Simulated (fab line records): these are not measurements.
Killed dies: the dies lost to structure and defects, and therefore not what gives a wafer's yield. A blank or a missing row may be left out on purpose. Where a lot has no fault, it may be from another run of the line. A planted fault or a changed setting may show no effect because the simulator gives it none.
What tool caused it? / flow n5Finfet / 12 lots (36 wafers sampled), 1 step of a 1938-step route

## WHAT THE GAUGES READ, wafer by wafer
N5_FIN_SAQP_THK_MEAS_07.
lot=L075; measured=day 2 03:34; on=filmMetro-02; thkNm (nm)=59.7 59.3 60.9
lot=L077; measured=day 2 15:30; on=filmMetro-01; thkNm (nm)=59.6 58.9 59.2
lot=L079; measured=day 3 02:59; on=filmMetro-01; thkNm (nm)=58.9 60.2 59.6
lot=L081; measured=day 3 15:05; on=filmMetro-01; thkNm (nm)=60.4 61.0 62.0
lot=L083; measured=day 4 03:12; on=filmMetro-02; thkNm (nm)=58.8 60.3 59.9
lot=L085; measured=day 4 15:14; on=filmMetro-02; thkNm (nm)=59.6 60.6 60.4
lot=L087; measured=day 5 04:29; on=filmMetro-01; thkNm (nm)=60.0 60.4 60.5
lot=L089; measured=day 5 15:01; on=filmMetro-01; thkNm (nm)=59.6 59.5 59.2
lot=L091; measured=day 6 03:21; on=filmMetro-01; thkNm (nm)=59.1 60.4 61.3
lot=L093; measured=day 6 15:48; on=filmMetro-02; thkNm (nm)=59.6 60.3 60.6
lot=L095; measured=day 7 03:55; on=filmMetro-02; thkNm (nm)=59.9 59.8 60.9
lot=L097; measured=day 7 15:05; on=filmMetro-01; thkNm (nm)=59.8 59.2 60.2

## EACH LOT AND THE TOOL THAT RAN IT (in order: tool; ch and the chambers of the sampled wafers; start)
There is no process step in the record ahead of these readings.

## THE ANSWER, worked out from the rows above alone
Rule: the lots themselves supply what counts as usual. The widest of any qualifying gaps counts: lots, ordered by their means at a reading, are off when they make up no more than a third of the lots, leave a main group of 4 or more, and stand apart from it by 3 or more times the standard deviation of that group's means. A main group whose means are all the same, to the digits that the tables above print for the reading, isn't used. Also off: a lot with no number at a reading for which 4 or more lots have one. Any other lot the step has rows for is counted as sound.
Across all readings shown, no lot is off: no conclusion can be drawn from this.

## WHAT WAS PUT IN BY THE SIMULATOR
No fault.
